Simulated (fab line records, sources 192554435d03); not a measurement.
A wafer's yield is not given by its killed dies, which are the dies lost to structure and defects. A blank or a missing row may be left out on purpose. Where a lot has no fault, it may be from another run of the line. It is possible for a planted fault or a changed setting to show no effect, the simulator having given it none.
A struck lot beside a sound one + flow n5_finfet + 42 steps out of a route of 1938
Sound: wafers L122.4, L122.5, L122.6. Wafers L132.1, L132.3, L132.5 were the ones struck. The cause comes at the end.
At each step with rows: each side's tool, then ch and its chambers, then its first start. Under that, the readings that differ: sound wafers + struck wafers + difference of the means + sigmas: that difference in standard deviations of wafers without a fault.
alike: a reading whose means differ by less than 2 such deviations, as well as words and numbers matching on both sides. not compared: withheld readings; readings where some wafer has no value; bounds like >300 that might hide an equal value; numbers whose values overlap and for which the record gives no deviation.
A row with sigmas, a row that says differs or no value, or rows on one side alone: a step with any of these is where the two part. Non-overlapping numbers with no deviation appear without sigmas and do not part them. Lack of a reading on every wafer of one side parts them only where that side has two or more wafers.

first, 11 steps without rows for these wafers: N5_BEOL_M7_ETCH_72 (etches underlayer in N2/H2, target depth 6.5 nm, time 5.2 s); N5_BEOL_M7_ETCH_65 (etches SiARC in CF4, target depth 15.6 nm, time 26 s); N5_BEOL_M7_ETCH_66 (etches SOC in N2/H2, target depth 80 nm, overetch 16 nm, time 120 s); N5_BEOL_M7_STRIP_69 (strips in N2/H2); N5_BEOL_M7_STRIP_73 (strips in N2/H2); N5_BEOL_M7_VIA_ETCH_34 (etches SiCOH lowk in C4F6/O2, target depth 125.5 nm, time 50.5 s); N5_BEOL_M7_STRIP_76 (strips in C4F6/O2); N5_BEOL_M7_STRIP_36 (strips in N2/H2); N5_BEOL_M7_TRENCH_ETCH_37 (etches SiCOH lowk in C4F6/O2, target depth 93.478 nm, time 31.2 s); N5_BEOL_M7_ETCH_41 (etches SiCN in CH3F/O2, target depth 31.9 nm, time 57.8 s); N5_BEOL_M7_STRIP_80 (strips in N2/H2, time 10 s).
N5_BEOL_M7_OCD_MEAS_38:
  struck on ocd-01, day 13 16:46; sound on ocd-01, day 11 04:02
  alike: trench_depth_nm
N5_BEOL_M7_HM_STRIP_39: strips TiN in peroxide tin strip, target depth 25 nm, time 158 s.
  sound on wet_bench-06 ch 0,1,7, day 11 04:04; struck on wet_bench-06 ch 0,3,4, day 13 16:47
then, 3 steps without rows for these wafers: N5_BEOL_M7_SRD_40 (time 30 s); N5_BEOL_M7_PRECLEAN_42 (cleans in residue remover, time 60 s); N5_BEOL_M7_SRD_43 (time 30 s).
N5_BEOL_M7_CD_MEAS_35: the cd target is 40 nm.
  struck on cd_sem-02, day 13 16:55; sound on cd_sem-02, day 11 04:11
  alike: cd_nm
then, 3 steps without rows for these wafers: N5_BEOL_M7_CURE_75 (cures SiCOH lowk, time 120 s); N5_BEOL_M7_DEGAS_44 (time 60 s); N5_BEOL_M7_PRE_CLEAN_45 (time 30 s).
N5_BEOL_M7_ALD_77: deposits TaN, target thk 2 nm, pulse time 2 s, purge time 3 s.
  sound on ald_metal-02 ch 0,1,3, day 11 05:11; struck on ald_metal-02 ch 1,3, day 13 17:37
  alike: heater_power_w
N5_BEOL_M7_SURFACE_TREAT_79:
  struck on pvd_sputter-03, day 13 19:05; sound on pvd_sputter-03, day 11 05:31
  not compared: throttle_valve_pct
then, 3 steps without rows for these wafers: N5_BEOL_M7_CVD_78 (deposits Co from CCTBA/H2, target thk 2 nm, time 142.3 s); N5_BEOL_M7_SPUTTER_48 (material Cu, target thk 10 nm, time 1.667 s); N5_BEOL_M7_ECD_50 (material Cu, target thk 300 nm).
N5_BEOL_M7_ANNEAL_51: time 90 s.
  sound on rtp_anneal-01 ch 0, day 11 06:59; struck on rtp_anneal-01 ch 0, day 13 19:46
  alike: wafer_temp_C_max
then, 1 step without rows for these wafers: N5_BEOL_M7_CMP_52 (polishes, stops on SiCOH lowk, t overpolish 6.9 s, target thk 80 nm).
N5_BEOL_M7_THK_MEAS_53: measures by xrf.
  struck on film_metro-01, day 13 20:50; sound on film_metro-01, day 11 07:34
  alike: M7_THK
then, 1 step without rows for these wafers: N5_BEOL_M7_PRE_CLEAN_55 (time 15 s).
N5_BEOL_M7_DEP_56: deposits SiCN from 3MS/NH3, target thk 10 nm, time 17.5 s.
  sound on pecvd-01 ch 0,1,2, day 11 07:39; struck on pecvd-02 ch 0,1,2, day 13 20:54
  alike: showerhead_plenum_p_Torr, throttle_valve_pct
N5_BEOL_M7_RS_MEAS_57: uses a four-point probe to measure.
  struck on film_metro-02, day 13 20:58; sound on film_metro-01, day 11 07:42
  alike: M7_RS
N5_BEOL_M8_ILD_DEP_00: deposits SiCOH lowk from DEMS/porogen, target thk 179.75 nm, time 33.4 s.
  sound on pecvd-04 ch 0,1, day 11 07:47; struck on pecvd-03 ch 0,1,2, day 13 21:02
| reading                         | sound             | struck            | difference | sigmas |
|---------------------------------|-------------------|-------------------|------------|--------|
| showerhead_plenum_p_Torr (Torr) | 5.775 5.764 5.750 | 5.713 5.733 5.740 | -0.034     | -2     |
  alike: heater_power_w, throttle_valve_pct
then, 1 step without rows for these wafers: N5_BEOL_M8_CURE_74 (cures SiCOH lowk, time 240 s).
N5_BEOL_M8_THK_MEAS_01:
  struck on film_metro-02, day 13 21:37; sound on film_metro-02, day 11 08:22
  alike: M8_ILD_THK
then, 7 steps without rows for these wafers: N5_BEOL_M8_PECVD_70 (deposits SiO2 from TEOS/O2, target thk 20 nm, time 22.7 s); N5_BEOL_M8_HM_DEP_02 (deposits TiN, target thk 20 nm); N5_BEOL_M8_COAT_59 (time 60 s, resist thk 100 nm); N5_BEOL_M8_COAT_60 (time 60 s, resist thk 35 nm); N5_BEOL_M8_COAT_05 (resist thk 90 nm); N5_BEOL_M8_EBR_07; N5_BEOL_M8_SOFTBAKE_06 (time 60 s).
-- the record jumps here: 4 days lie between the struck wafers' starts before and after (it left off in module BEOL_M8 and takes up again in module PASSIVATION, whose first step shown is number 1936 of the route) --
N5_PASSIVATION_PROBE_49:
  the record has rows for the struck wafers here (prober-02, day 17 15:24) and none for the sound ones

WHERE THEY PART
Last at N5_PASSIVATION_PROBE_49 as far as this record goes, first at N5_BEOL_M8_ILD_DEP_00.

WHY: whatever the simulator had introduced
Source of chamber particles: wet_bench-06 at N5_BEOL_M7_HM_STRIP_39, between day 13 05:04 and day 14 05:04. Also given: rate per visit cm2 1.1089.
